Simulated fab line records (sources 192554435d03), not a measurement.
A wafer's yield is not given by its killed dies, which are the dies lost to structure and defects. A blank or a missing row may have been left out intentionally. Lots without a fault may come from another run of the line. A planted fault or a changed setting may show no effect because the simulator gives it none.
Split-lot study + flow n5-finfet + 39 wafers read from 7 lots, route of 1938 steps

ON THE SPLIT
At N5_FIN_SAQP_DEVELOP_15 (develop time 30 s), the setting develop-time-s was moved away from the recipe's 30 s on 15 of the 39 wafers read, by -57.5% to +40.1%. This setting was run at the recipe's value on the other wafers.

Between the split and the reading, the file records no step.

THE READING
At N5_FIN_SAQP_CD_MEAS_16: cd-nm in nanometres, against a target cd of 35.6 nm. On this fab line, fault-free wafers typically give 35.6 nm with a standard deviation of 0.33 nm.

| wafer  | tool, chamber at the split | develop-time-s as run, s | against the recipe | cd-nm, nm | against lot-mates on the recipe |
|--------|----------------------------|--------------------------|--------------------|-----------|---------------------------------|
| L075.1 | litho-track-01, 0          | 30                       | recipe             | 35.3      | -                               |
| L075.2 | litho-track-01, 0          | 30                       | recipe             | 35.6      | -                               |
| L075.3 | litho-track-01, 0          | 30                       | recipe             | 35.6      | -                               |
| L075.4 | litho-track-01, 0          | 30                       | recipe             | 35.9      | -                               |
| L075.5 | litho-track-01, 0          | 30                       | recipe             | 35.5      | -                               |
| L075.6 | litho-track-01, 0          | 30                       | recipe             | 35.3      | -                               |
| L077.1 | litho-track-01, 0          | 12.75                    | -57.5%             | 37.5      | +1.9                            |
| L077.2 | litho-track-01, 0          | 12.75                    | -57.5%             | 37.2      | +1.6                            |
| L077.3 | litho-track-01, 0          | 30                       | recipe             | 35.8      | -                               |
| L077.4 | litho-track-01, 0          | 30                       | recipe             | 35.4      | -                               |
| L077.5 | litho-track-01, 0          | 12.75                    | -57.5%             | 37.3      | +1.7                            |
| L077.6 | litho-track-01, 0          | 30                       | recipe             | 35.5      | -                               |
| L082.1 | litho-track-01, 0          | 30                       | recipe             | 35.6      | -                               |
| L082.2 | litho-track-01, 0          | 30                       | recipe             | 35.6      | -                               |
| L082.5 | litho-track-01, 0          | 30                       | recipe             | 35.1      | -                               |
| L085.1 | litho-track-05, 0          | 38.38                    | +27.9%             | 35.1      | -0.8                            |
| L085.2 | litho-track-05, 0          | 30                       | recipe             | 36.0      | -                               |
| L085.3 | litho-track-05, 0          | 38.38                    | +27.9%             | 35.0      | -0.9                            |
| L085.4 | litho-track-05, 0          | 38.38                    | +27.9%             | 35.0      | -0.9                            |
| L085.5 | litho-track-05, 0          | 30                       | recipe             | 35.9      | -                               |
| L085.6 | litho-track-05, 0          | 30                       | recipe             | 35.8      | -                               |
| L089.1 | litho-track-05, 0          | 30                       | recipe             | 35.9      | -                               |
| L089.2 | litho-track-05, 0          | 30                       | recipe             | 35.6      | -                               |
| L089.3 | litho-track-05, 0          | 13.61                    | -54.6%             | 38.2      | +2.4                            |
| L089.4 | litho-track-05, 0          | 13.61                    | -54.6%             | 37.3      | +1.5                            |
| L089.5 | litho-track-05, 0          | 30                       | recipe             | 35.8      | -                               |
| L089.6 | litho-track-05, 0          | 13.61                    | -54.6%             | 38.2      | +2.4                            |
| L095.1 | litho-track-02, 0          | 30                       | recipe             | 36.0      | -                               |
| L095.2 | litho-track-02, 0          | 30                       | recipe             | 35.5      | -                               |
| L095.3 | litho-track-02, 0          | 40.49                    | +35.0%             | 35.0      | -0.7                            |
| L095.4 | litho-track-02, 0          | 30                       | recipe             | 35.6      | -                               |
| L095.5 | litho-track-02, 0          | 40.49                    | +35.0%             | 35.1      | -0.6                            |
| L095.6 | litho-track-02, 0          | 40.49                    | +35.0%             | 35.0      | -0.7                            |
| L096.1 | litho-track-01, 0          | 30                       | recipe             | 35.5      | -                               |
| L096.2 | litho-track-01, 0          | 42.04                    | +40.1%             | 34.5      | -0.7                            |
| L096.3 | litho-track-01, 0          | 42.04                    | +40.1%             | 35.0      | -0.2                            |
| L096.4 | litho-track-01, 0          | 30                       | recipe             | 35.0      | -                               |
| L096.5 | litho-track-01, 0          | 30                       | recipe             | 35.0      | -                               |
| L096.6 | litho-track-01, 0          | 42.04                    | +40.1%             | 35.3      | +0.1                            |

FIT RESULTS
A straight line over all 39 wafers: cd-nm changes by -0.0289 nm for each +1% of develop-time-s; r = -0.91; the points scatter about the line by 0.38 nm.
The same after taking each lot's own level away (the mean of its wafers on the recipe; 39 wafers): -0.0276 nm for each +1%; r = -0.91; scatter 0.36 nm.
The reading moves by 1.6 nm for the largest change in develop-time-s, on that fit.
Measured against the standard deviation above, the lots' own levels, which go from 35.17 to 35.90 nm, span 2.2 times it.
Hence the lot-to-lot level has little effect on the slope; both slopes agree.
Check: +1.7 nm against its lot-mates is what the line predicts for one of the wafers moved furthest among these (-57.5%) when that wafer is left out of the fit. It came out at +1.93 nm against them.

FILE'S OWN FIT
cd-nm changes by -0.0278 nm for each +1% of develop-time-s, r = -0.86.
